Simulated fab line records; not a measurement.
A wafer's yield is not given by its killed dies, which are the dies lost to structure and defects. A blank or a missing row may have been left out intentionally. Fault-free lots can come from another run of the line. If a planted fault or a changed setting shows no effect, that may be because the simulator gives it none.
fab line records | flow n5-finfet
record lots=9 wafers=26 last-day=19
route steps=1938 shown BEOL_M3@947 BEOL_M4@1111 PASSIVATION@1936
lots that met no fault: from a run of the same line without faults
start-h: the number of hours between the record's first day and the start of the first shown wafer of the lot | wait-h: how many hours have passed since the lot's step before this one | " as in the row above | L1.1+2: several wafers, shown together as one row | - value missing, or start not given | * or withheld: withheld | < > ~ a bound
route shown NAME@n: NAME is a module with steps in the file, n the number in the route of the first one | usual: mean and standard deviation over wafers with no fault | same: alike in all rows | chamber/n: place in a boat | sites: each site's reading | _std_site: the standard deviation of these | _edge_site: mean of outer sites minus mean of inner sites | radius-mm: how far each site lies from the wafer's centre | mask NAME#n: copy n | behind: the tool/chamber that last shaped the wafer | hold: the reason the lot was held/the length of the hold in hours/how it ended | device: the n, p or np transistor that did not switch | end of line: the route-end tests of the same wafers | where a step has no rows: the recipe by itself | killed: dies lost to structure and defects at the first sort, not the wafer's yield | map: per-die view of a wafer (x killed, . not killed, _ where there is no die)
set.NAME: the setting the step ran with; set.NAME@STEP: the setting that earlier step ran with | model.NAME: the simulator's own value behind a step, which no gauge read
route steps across a sampled set of lots; one table per step, one row per wafer
services: a tool's chamber out of use, with start hour (start-h, from the record's first day; less than 0 if before it), hours out, and reason
## steps
# step N5_BEOL_M3_DESCUM_16
# recipe chemistry=O2 time-s=7 source-power-w=50 bias-power-w=20 pressure-mtorr=20 rf-frequency-hz=2.712e+07 temp-c=40 resist=CAR-EUV o2-flow-sccm=225
# usual bias-power-w=19.99/0.059 chamber-pressure-mTorr=20.000/0.025 drypump-motor-current-A=5.6/0.42 oes-product-au=0.77/0.083 rf-vpp-V=243.2/1.2 showerhead-plenum-p-Torr=2.09/0.058 throttle-valve-pct=20.42/0.2
# columns lot.wafer tool chamber start-h wait-h bias-power-w chamber-pressure-mTorr drypump-motor-current-A oes-product-au rf-hours-counter-h rf-vpp-V showerhead-plenum-p-Torr throttle-valve-pct
L398.2 rie-diel-05 1 161.92 0.0 20.05 20.007 5.6 0.70 207 245.0 2.15 20.29
L398.3 " 2 " " 19.95 19.999 6.2 0.84 55 243.3 2.13 20.16
L398.5 " 2 " " 20.04 20.006 6.2 0.84 - 243.7 2.13 20.13
L402.3 rie-diel-02 1 169.46 0.0 19.92 19.984 5.6 0.86 42 243.3 2.03 20.37
L402.5 " 0 " " 19.97 19.985 5.1 0.70 - 243.6 2.17 20.74
L407.1 rie-diel-06 2 206.30 0.0 19.97 20.009 5.6 0.74 182 242.8 2.16 20.42
L407.4 " 1 " " 20.06 20.011 6.5 0.67 232 242.8 2.07 20.53
L407.5 " 1 " " 20.02 19.987 6.5 0.67 - 242.0 2.07 20.52
L408.1 rie-diel-06 2 231.87 0.0 20.00 20.031 5.6 0.73 188 245.1 2.16 20.42
L408.5 " 0 " " 19.98 19.996 5.2 0.79 - 242.4 2.02 20.65
L408.6 " 1 " " 19.97 20.020 6.5 0.67 - 242.6 2.06 20.54
L409.1 rie-diel-02 2 241.72 0.0 20.06 19.986 6.1 0.73 177 242.6 2.09 20.47
L409.4 " 0 " " 20.09 20.011 5.1 0.69 203 244.3 2.16 20.75
L409.5 " 3 " " 19.90 20.006 5.6 0.91 - 243.3 2.03 20.12
L410.1 rie-diel-02 0 243.67 0.1 19.88 20.022 5.1 0.69 203 244.4 2.16 20.75
L410.2 " 2 " " 20.08 20.004 6.0 0.74 178 242.6 2.09 20.48
L410.4 " 1 " " 19.94 20.013 5.6 0.82 66 241.8 2.02 20.40
L411.1 rie-diel-05 1 250.92 0.0 20.07 19.967 5.6 0.69 229 243.5 2.14 20.34
L411.5 " 3 " " 19.93 20.009 5.1 0.96 - 242.3 2.06 20.41
L411.6 " 0 " " 20.03 19.982 5.2 0.82 - 243.5 2.03 20.09
L420.1 rie-diel-06 0 294.27 0.0 20.00 19.982 5.2 0.77 142 242.5 2.01 20.66
L420.5 " 3 " " 20.01 19.999 5.7 0.69 - 245.4 2.17 20.68
L420.6 " 2 " " 19.93 20.019 5.6 0.72 - 245.2 2.15 20.48
L421.1 rie-diel-06 0 303.60 0.6 20.01 19.995 5.2 0.76 147 240.9 2.01 20.68
L421.3 " 3 " " 20.03 19.963 5.7 0.68 219 245.0 2.16 20.68
L421.5 " 2 " " 19.99 20.001 5.6 0.71 - 243.7 2.15 20.44
# step N5_BEOL_M3_HM_OPEN_17
# recipe chemistry=Cl2/BCl3 target-depth-a=200 overetch-a=60 target=TiN mask-material=SOC ion-energy-ev=150 pressure-mtorr=10 icp-w=1000 bias-w=126 Cl2_flow_sccm=53.25 bcl3-flow-sccm=21.75 Ar_flow_sccm=25
# usual chamber-pressure-mTorr=10.001/0.011 drypump-motor-current-A=5.6/0.5 oes-product-au=0.61/0.076 throttle-valve-pct=22.05/0.21
# columns lot.wafer tool chamber start-h wait-h chamber-pressure-mTorr drypump-motor-current-A oes-product-au rf-hours-counter-h throttle-valve-pct
L398.2 rie-metal-03 1 162.17 0.0 9.983 4.9 0.53 118 21.90
L398.3 " 0 " " 10.004 6.1 0.61 - 22.40
L398.5 " 1 " " 10.017 4.9 0.53 - 21.90
L402.3 rie-metal-02 0 169.74 0.1 9.984 5.8 0.57 - 22.01
L402.5 " 1 " " 10.005 5.4 0.64 - 21.85
L407.1 rie-metal-03 0 206.54 0.0 10.001 6.1 0.60 79 22.40
L407.4 " 0 " " 9.996 6.2 0.60 - 22.40
L407.5 " 1 " " 10.004 4.9 0.53 - 21.90
L408.1 rie-metal-02 1 232.12 0.0 9.997 5.4 0.62 56 21.87
L408.5 " 0 " " 10.078 5.8 0.55 - 22.01
L408.6 " 1 " " 9.982 5.5 0.62 - 21.89
L409.1 rie-metal-03 0 241.97 0.0 9.996 6.1 0.59 81 22.41
L409.4 " 0 " " 10.005 6.2 0.59 - 22.42
L409.5 " 0 " " 10.000 6.1 0.60 - 22.40
L410.1 rie-metal-02 0 243.92 0.0 10.001 5.8 0.55 103 22.02
L410.2 " 1 " " 9.989 5.5 0.62 57 21.86
L410.4 " 0 " " 10.002 5.8 0.55 - 21.99
L411.1 rie-metal-01 0 251.16 0.0 10.010 4.8 0.52 125 21.90
L411.5 " 1 " " 10.013 5.8 0.69 - 22.03
L411.6 " 0 " " 9.995 4.8 0.52 - 21.90
L420.1 rie-metal-02 0 294.52 0.0 10.005 5.8 0.54 107 22.01
L420.5 " 0 " " 9.999 5.8 0.55 - 22.00
L420.6 " 1 " " 10.006 5.4 0.62 - 21.89
L421.1 rie-metal-01 1 303.85 0.0 10.012 5.9 0.68 34 22.05
L421.3 " 1 " " 10.002 5.9 0.67 - 22.04
L421.5 " 0 " " 10.004 4.8 0.80 - 21.85
# step N5_BEOL_M3_STRIP_19
# recipe chemistry=O2 power-w=400 temp-c=40 pressure-mtorr=30 rf-frequency-hz=6e+07 bias-power-w=0 overash-fraction=0.2 o2-flow-sccm=225
# usual chamber-pressure-mTorr=29.998/0.027 drypump-motor-current-A=5.6/0.4 oes-product-au=0.76/0.068 rf-vpp-V=3.7/0.47 showerhead-plenum-p-Torr=2.10/0.062 throttle-valve-pct=16.73/0.2
# same bias-power-w=0
# columns lot.wafer tool chamber start-h wait-h chamber-pressure-mTorr drypump-motor-current-A oes-product-au rf-hours-counter-h rf-vpp-V showerhead-plenum-p-Torr throttle-valve-pct
L398.2 rie-diel-05 3 162.29 0.1 30.060 5.1 0.67 237 3.8 2.07 16.95
L398.3 " 0 " " 29.975 5.2 0.86 77 3.6 2.04 16.33
L398.5 " 1 " " 30.005 5.6 0.71 - 3.5 2.16 16.60
L402.3 rie-diel-02 0 169.82 0.1 29.986 5.1 0.70 191 4.7 2.17 16.98
L402.5 " 0 " " 29.974 5.1 0.71 - 3.7 2.17 16.99
L407.1 rie-diel-06 0 206.65 0.1 30.013 5.2 0.80 116 4.3 2.02 16.86
L407.4 " 1 " " 30.022 6.6 0.67 232 4.3 2.07 16.79
L407.5 " 0 " " 30.029 5.2 0.79 - 3.9 2.02 16.85
L408.1 rie-diel-06 1 232.37 0.2 29.943 6.5 0.67 239 3.8 2.07 16.80
L408.5 " 3 " " 30.039 5.7 0.70 - 2.9 2.18 16.93
L408.6 " 0 " " 29.979 5.2 0.79 - 2.8 2.02 16.87
L409.1 rie-diel-02 0 242.17 0.2 30.010 5.1 0.69 203 3.6 2.16 16.99
L409.4 " 2 " " 29.977 6.0 0.73 177 3.2 2.10 16.76
L409.5 " 3 " " 29.950 5.6 0.90 - 3.4 2.04 16.35
L410.1 rie-diel-06 3 244.08 0.1 30.010 5.6 0.70 199 3.4 2.18 16.90
L410.2 " 2 " " 29.974 5.6 0.73 192 4.1 2.16 16.68
L410.4 " 0 " " 29.982 5.2 0.78 126 3.5 2.02 16.88
L411.1 rie-diel-02 0 251.27 0.1 30.019 5.1 0.69 205 4.0 2.16 17.03
L411.5 " 2 " " 29.992 6.0 0.73 - 3.5 2.10 16.76
L411.6 " 1 " " 30.003 5.6 0.82 - 4.6 2.03 16.69
L420.1 rie-diel-06 0 294.63 0.1 29.988 5.2 0.76 142 3.7 2.01 16.91
L420.5 " 3 " " 30.002 5.7 0.70 - 3.6 2.17 16.95
L420.6 " 0 " " 29.978 5.2 0.78 - 4.6 2.01 16.90
L421.1 rie-diel-02 3 304.02 0.1 30.000 5.6 0.86 35 3.9 2.03 16.39
L421.3 " 2 " " 30.015 6.1 0.73 196 2.9 2.09 16.79
L421.5 " 2 " " 29.988 6.1 0.72 - 4.5 2.09 16.78
# step N5_BEOL_M3_COAT_76
# recipe resist=underlayer temp-c=205 time-s=60 spin-rpm=1500 resist-thk-nm=5
# usual spin-speed-rpm=1499.8/1
# columns lot.wafer tool chamber start-h wait-h spin-speed-rpm
L398.2 litho-track-04 0 162.40 - 1499.8
L398.3 " 0 " " 1497.0
L398.5 " 0 " " 1497.4
L402.3 litho-track-04 0 169.93 - 1500.3
L402.5 " 0 " " 1500.0
L407.1 litho-track-02 0 206.76 - 1500.0
L407.4 " 0 " " 1499.8
L407.5 " 0 " " 1499.4
L408.1 litho-track-02 0 232.48 - 1498.8
L408.5 " 0 " " 1500.0
L408.6 " 0 " " 1500.0
L409.1 litho-track-02 0 242.28 - 1417.1
L409.4 " 0 " " 1417.1
L409.5 " 0 " " 1417.0
L410.1 litho-track-02 0 244.19 - 1418.4
L410.2 " 0 " " 1417.6
L410.4 " 0 " " 1418.3
L411.1 litho-track-04 0 251.38 - 1500.6
L411.5 " 0 " " 1499.5
L411.6 " 0 " " 1499.7
L420.1 litho-track-04 0 294.74 - 1499.8
L420.5 " 0 " " 1501.1
L420.6 " 0 " " 1499.4
L421.1 litho-track-04 0 304.14 - 1499.5
L421.3 " 0 " " 1499.0
L421.5 " 0 " " 1499.0
# step N5_BEOL_M4_RC_MEAS_101
# usual DIBL_N=36.5/1.9 DIBL_P=36.4/2.2 IOFF_N=0.17/0.034 IOFF_P=0.21/0.036 ION_N=678/12 ION_P=462/7.1 SS_N=71.7/0.61 SS_P=73.4/0.71 VT_N=249/3.5 VT_P=-251/3
# columns lot.wafer tool chamber start-h wait-h DIBL_N[mV/V] DIBL_P[mV/V] IOFF_N[nA/um] IOFF_P[nA/um] ION_N[uA/um] ION_P[uA/um] SS_N[mV/dec] SS_P[mV/dec] VT_N[mV] VT_P[mV]
L398.2 prober-01 0 185.84 0.2 37.7 37.9 0.21 0.25 689 467 72.5 74.7 244 -249
L398.3 " 0 " " 36.6 37.3 0.18 0.23 679 465 71.9 74.8 248 -250
L398.5 " 0 " " 37.5 37.5 0.19 0.23 683 461 72.7 73.5 246 -251
L402.3 prober-01 0 193.03 0.3 34.2 34.7 0.15 0.20 675 464 70.5 72.9 249 -249
L402.5 " 0 " " 34.4 34.6 0.15 0.20 676 471 70.9 73.6 250 -248
L407.1 prober-01 0 249.88 0.0 38.7 38.9 0.20 0.23 692 470 72.4 74.4 244 -250
L407.4 " 0 " " 37.5 38.0 0.18 0.21 691 467 72.1 73.2 249 -252
L407.5 " 0 " " 36.0 35.6 0.14 0.17 664 457 71.6 73.2 254 -256
L408.1 prober-02 0 254.45 0.0 34.8 36.8 0.14 0.22 680 472 71.0 72.4 249 -247
L408.5 " 0 " " 35.9 37.5 0.16 0.22 672 464 72.0 72.7 249 -249
L408.6 " 0 " " 38.4 41.5 0.22 0.30 706 483 72.2 73.6 243 -243
L409.1 prober-02 0 274.55 0.0 35.0 34.6 0.12 0.17 667 456 71.5 72.6 256 -254
L409.4 " 0 " " 35.8 35.2 0.13 0.18 664 452 71.1 72.2 254 -252
L409.5 " 0 " " 34.6 34.4 0.12 0.16 657 454 71.2 71.9 252 -254
L410.1 prober-01 0 276.51 0.0 38.7 36.9 0.17 0.20 686 460 71.9 73.5 248 -252
L410.2 " 0 " " 37.4 35.4 0.15 0.18 657 455 71.2 73.8 254 -254
L410.4 " 0 " " 39.8 39.0 0.20 0.24 690 466 72.5 74.3 249 -252
L411.1 prober-01 0 289.49 0.0 37.5 36.2 0.16 0.18 668 446 72.7 73.4 253 -259
L411.5 " 0 " " 38.6 39.0 0.19 0.22 682 451 71.7 73.4 247 -252
L411.6 " 0 " " 37.2 37.2 0.16 0.19 672 452 72.5 73.2 254 -253
L420.1 prober-01 0 333.86 0.0 33.3 33.5 0.13 0.15 663 460 71.1 72.2 250 -253
L420.5 " 0 " " 37.5 38.2 0.19 0.21 677 459 72.0 73.9 248 -250
L420.6 " 0 " " 36.8 36.7 0.18 0.20 680 460 71.3 73.4 244 -252
L421.1 prober-01 0 347.71 0.0 36.4 35.3 0.16 0.21 669 459 71.8 73.7 250 -250
L421.3 " 0 " " 34.1 32.6 0.13 0.17 673 464 71.4 72.4 253 -253
L421.5 " 0 " " 34.1 32.6 0.13 0.18 676 466 71.1 73.0 251 -252
# step N5_PASSIVATION_PROBE_49
# usual defect-limited-yield=91.0/1.5 killed_at_M0_to_M3=35/11 killed_at_M4_up=13/5 killed-at-contacts=12/5.9 killed-at-front-end=42/13 killed-at-other=3/3.2 killed-dies=106/18 killed-open=69/13 killed-short=35/8.9 sort_bin_5_function=5.2/0.95 sort_bin_6_memory=3.3/0.71 sort-n-pass=1074/18 sort-yield-pct=91.0/1.5
# same gross-dies=1180 killed-at-back-side=0 sort_bin_4_leakage[%]=0 sort_bin_8_speed[%]=0
# columns lot.wafer tool chamber start-h wait-h defect-limited-yield[%] killed_at_M0_to_M3 killed_at_M4_up killed-at-contacts killed-at-front-end killed-at-other killed-dies killed-open killed-short sort_bin_5_function[%] sort_bin_6_memory[%] sort-n-pass sort-yield-pct[%]
L402.3 prober-01 - 320.48 0.1 91.8 32 16 18 31 0 97 65 32 4.3 3.5 1083 91.8
L402.5 prober-01 - 320.58 0.2 91.2 29 19 8 48 0 104 73 25 4.4 3.6 1076 91.2
L410.1 prober-02 - 377.11 0.1 91.4 26 21 10 38 6 101 68 32 5.1 3.4 1079 91.4
L410.2 prober-02 - 377.16 0.2 89.7 35 11 22 43 11 122 79 42 6.2 3.6 1058 89.7
L410.4 prober-02 - 377.26 0.3 90.4 30 23 16 40 4 113 72 40 5.3 3.9 1067 90.4
L409.1 prober-02 - 390.60 0.0 90.5 28 12 15 57 0 112 84 27 5.2 4.1 1068 90.5
L409.4 prober-02 - 390.75 0.2 87.1 38 12 16 84 2 152 105 47 8.1 4.4 1028 87.1
L409.5 prober-02 - 390.80 0.2 89.7 43 10 4 63 1 121 77 33 5.2 4.0 1059 89.7
L411.1 prober-01 - 409.01 0.0 91.0 36 9 18 39 4 106 73 32 5.0 3.8 1074 91.0
L411.5 prober-01 - 409.21 0.2 89.5 26 11 14 71 2 124 91 30 6.1 4.2 1056 89.5
L411.6 prober-01 - 409.26 0.3 92.5 27 10 4 47 1 89 62 24 4.0 2.9 1091 92.5
L420.1 prober-02 - 444.91 0.0 88.8 70 8 13 36 5 132 81 47 6.1 4.2 1048 88.8
L420.5 prober-02 - 445.11 0.2 92.4 38 17 8 22 5 90 62 28 5.0 2.3 1090 92.4
L420.6 prober-02 - 445.16 0.3 92.2 37 12 10 32 1 92 64 24 4.8 2.5 1088 92.2
L421.1 prober-02 - 465.08 0.0 92.5 29 14 13 32 0 88 60 27 4.3 3.1 1092 92.5
L421.3 prober-02 - 465.18 0.1 93.3 30 12 17 20 0 79 51 25 4.7 1.6 1101 93.3
L421.5 prober-02 - 465.28 0.2 92.4 26 11 12 37 4 90 53 33 4.5 2.6 1090 92.4
# killed by level:class
L402.3 MOL_CONTACT_COAG:geometric-particle:open=15 BEOL_M4:geometric-particle:open=9 BEOL_M3:geometric-particle:open=8 FIN_SAQP:geometric-particle:open=7 GATE_CUT:geometric-particle:short=5 BEOL_M1:geometric-particle:open=5 BEOL_M2:geometric-particle:open=5 BEOL_M2:geometric-particle:short=5
L402.5 FIN_SAQP:geometric-particle:open=10 BEOL_M4:geometric-particle:open=9 BEOL_M2:geometric-particle:open=8 DUMMY_GATE:geometric-particle:open=7 BEOL_M3:geometric-particle:open=7 MOL_CONTACT_COAG:geometric-particle:open=6 STI_FIN_REVEAL:geometric-particle:open=6 HKMG_FIN:area-etch=6
L410.1 STI_FIN_REVEAL:geometric-particle:open=13 MOL_CONTACT_COAG:geometric-particle:open=10 BEOL_M0_SAQP:geometric-particle:open=8 BEOL_M0_SAQP:geometric-particle:short=7 FIN_SAQP:geometric-particle:short=5 FIN_SAQP:geometric-particle:open=5 GATE_CUT:geometric-particle:short=5 BEOL_M3:geometric-particle:open=4
L410.2 MOL_CONTACT_COAG:geometric-particle:open=16 STI_FIN_REVEAL:geometric-particle:open=11 GATE_CUT:geometric-particle:short=9 BEOL_M0_SAQP:geometric-particle:short=9 BEOL_M0_SAQP:geometric-particle:open=8 MOL_CONTACT_COAG:geometric-particle:short=6 BEOL_M4:geometric-particle:open=6 BEOL_M2:geometric-particle:open=6
L410.4 BEOL_M4:geometric-particle:open=10 MOL_CONTACT_COAG:geometric-particle:open=9 STI_FIN_REVEAL:geometric-particle:open=8 BEOL_M2:geometric-particle:open=8 BEOL_M3:geometric-particle:open=8 GATE_CUT:geometric-particle:short=7 MOL_CONTACT_COAG:geometric-particle:short=7 FIN_SAQP:geometric-particle:short=6
L409.1 STI_FIN_REVEAL:geometric-particle:open=23 MOL_CONTACT_COAG:geometric-particle:open=15 BEOL_M2:geometric-particle:open=8 BEOL_M1:geometric-particle:open=7 GATE_CUT:geometric-particle:open=5 BEOL_M3:geometric-particle:open=5 FIN_SAQP:geometric-particle:open=4 FIN_SAQP:geometric-particle:short=4
L409.4 STI_FIN_REVEAL:geometric-particle:open=29 FIN_SAQP:geometric-particle:short=18 BEOL_M3:geometric-particle:open=15 MOL_CONTACT_COAG:geometric-particle:open=12 FIN_SAQP:geometric-particle:open=8 BEOL_M1:geometric-particle:open=7 GATE_CUT:geometric-particle:short=7 BEOL_M2:geometric-particle:open=7
L409.5 STI_FIN_REVEAL:geometric-particle:open=17 BEOL_M2:geometric-particle:open=16 FIN_SAQP:geometric-particle:short=14 HKMG_FIN:area-etch=10 BEOL_M0_SAQP:geometric-particle:short=8 BEOL_M1:geometric-particle:open=6 BEOL_M0_SAQP:geometric-particle:open=5 BEOL_M3:geometric-particle:open=5
L411.1 MOL_CONTACT_COAG:geometric-particle:open=12 FIN_SAQP:geometric-particle:open=11 BEOL_M0_SAQP:geometric-particle:short=10 DUMMY_GATE:geometric-particle:open=9 FIN_SAQP:geometric-particle:short=6 BEOL_M0_SAQP:geometric-particle:open=6 BEOL_M1:geometric-particle:open=6 BEOL_M2:geometric-particle:open=6
L411.5 FIN_SAQP:geometric-particle:open=26 MOL_CONTACT_COAG:geometric-particle:open=13 FIN_SAQP:geometric-particle:short=9 STI_FIN_REVEAL:geometric-particle:open=9 DUMMY_GATE:geometric-particle:open=8 BEOL_M0_SAQP:geometric-particle:open=8 GATE_CUT:geometric-particle:short=5 BEOL_M3:geometric-particle:open=5
L411.6 FIN_SAQP:geometric-particle:open=12 DUMMY_GATE:geometric-particle:open=8 BEOL_M2:geometric-particle:open=8 BEOL_M4:geometric-particle:open=5 BEOL_M0_SAQP:geometric-particle:short=5 STARTING-WAFER:geometric-particle:short=4 MOL_CONTACT_COAG:geometric-particle:open=4 FIN_SAQP:geometric-particle:short=4
L420.1 BEOL_M0_SAQP:geometric-particle:open=20 BEOL_M0_SAQP:geometric-particle:short=13 MOL_CONTACT_COAG:geometric-particle:open=11 BEOL_M2:geometric-particle:open=11 STI_FIN_REVEAL:geometric-particle:open=10 BEOL_M1:geometric-particle:open=10 BEOL_M1:geometric-particle:short=6 FIN_SAQP:geometric-particle:short=5
L420.5 BEOL_M1:geometric-particle:open=10 BEOL_M0_SAQP:geometric-particle:short=9 BEOL_M0_SAQP:geometric-particle:open=8 BEOL_M3:geometric-particle:open=8 MOL_CONTACT_COAG:geometric-particle:open=6 BEOL_M4:geometric-particle:open=6 FIN_SAQP:geometric-particle:open=5 FIN_SAQP:geometric-particle:short=4
L420.6 BEOL_M0_SAQP:geometric-particle:open=13 MOL_CONTACT_COAG:geometric-particle:open=9 FIN_SAQP:geometric-particle:short=7 BEOL_M3:geometric-particle:open=7 STI_FIN_REVEAL:geometric-particle:open=6 BEOL_M0_SAQP:geometric-particle:short=6 STI_FIN_REVEAL:geometric-particle:short=5 BEOL_M1:geometric-particle:open=5
L421.1 MOL_CONTACT_COAG:geometric-particle:open=12 BEOL_M0_SAQP:geometric-particle:open=10 BEOL_M0_SAQP:geometric-particle:short=7 BEOL_M2:geometric-particle:open=6 FIN_SAQP:geometric-particle:open=5 FIN_SAQP:geometric-particle:short=5 STI_FIN_REVEAL:geometric-particle:open=5 GATE_CUT:geometric-particle:short=5
L421.3 MOL_CONTACT_COAG:geometric-particle:open=13 BEOL_M2:geometric-particle:open=6 BEOL_M2:geometric-particle:short=6 FIN_SAQP:geometric-particle:short=5 MOL_CONTACT_COAG:geometric-particle:short=4 BEOL_M0_SAQP:geometric-particle:short=4 BEOL_M4:geometric-particle:open=4 FIN_SAQP:geometric-particle:open=3
L421.5 MOL_CONTACT_COAG:geometric-particle:open=11 FIN_SAQP:geometric-particle:short=10 FIN_SAQP:geometric-particle:open=6 BEOL_M0:geometric-particle:short=5 BEOL_M2:geometric-particle:open=5 BEOL_M3:geometric-particle:open=5 ILD0:geometric-particle:short=3 BEOL_M0_SAQP:geometric-particle:open=3
## services
# columns tool chamber start-h hours kind
rie-metal-03 1 139.92 7.6 repair
rie-metal-03 0 143.97 12.3 repair
rie-diel-02 3 147.66 - clean
rie-diel-02 3 147.66 - consumable-replace:focus-ring
rie-diel-02 3 147.66 33.6 scheduled-down
rie-diel-02 3 147.66 33.6 vent-cycle
rie-metal-01 - 188.36 28.1 pm
rie-diel-02 3 205.74 6.4 repair
rie-diel-02 0 207.35 34.2 repair
rie-metal-01 - 224.85 1.7 repair
rie-diel-05 3 225.33 - clean
rie-diel-05 3 225.33 - consumable-replace:focus-ring
rie-diel-05 3 225.33 13.3 scheduled-down
rie-diel-02 - 257.56 0.3 repair
rie-diel-05 2 260.27 5.0 repair
litho-track-04 - 263.68 - consumable-replace:filter
rie-diel-02 0 271.01 5.8 repair
rie-diel-06 1 271.31 - clean
rie-diel-06 1 271.31 - consumable-replace:focus-ring
rie-diel-06 1 271.31 32.9 scheduled-down
rie-diel-06 1 271.31 32.9 vent-cycle
rie-metal-01 - 288.34 0.1 repair
rie-diel-06 - 295.07 0.1 repair
rie-metal-03 0 299.21 7.3 repair
## key
first-sign step=N5_BEOL_M3_COAT_76 reading=spin-speed-rpm direction=down sigmas=81 usual=* struck=*
effect none on later readings
met-at N5_BEOL_M3_COAT_76
struck-lots L409,L410
baseline-loss step=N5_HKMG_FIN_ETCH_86 wafers=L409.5
not-acting-at N5_BEOL_M3_DESCUM_16,N5_BEOL_M3_HM_OPEN_17,N5_BEOL_M3_STRIP_19
onset-between 232.48 242.28
fault kind=process-parameter-drift tool=litho-track-02 chamber=- onset-h=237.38 steps=N5_BEOL_M3_COAT_76 channel=spin-rpm offset=* shape=step end-h=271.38 acts-in=* stated=*
# baseline-loss: these wafers lose ten dies or more at that step, a loss of the line's own and not of a fault; the sort's usual values leave them out
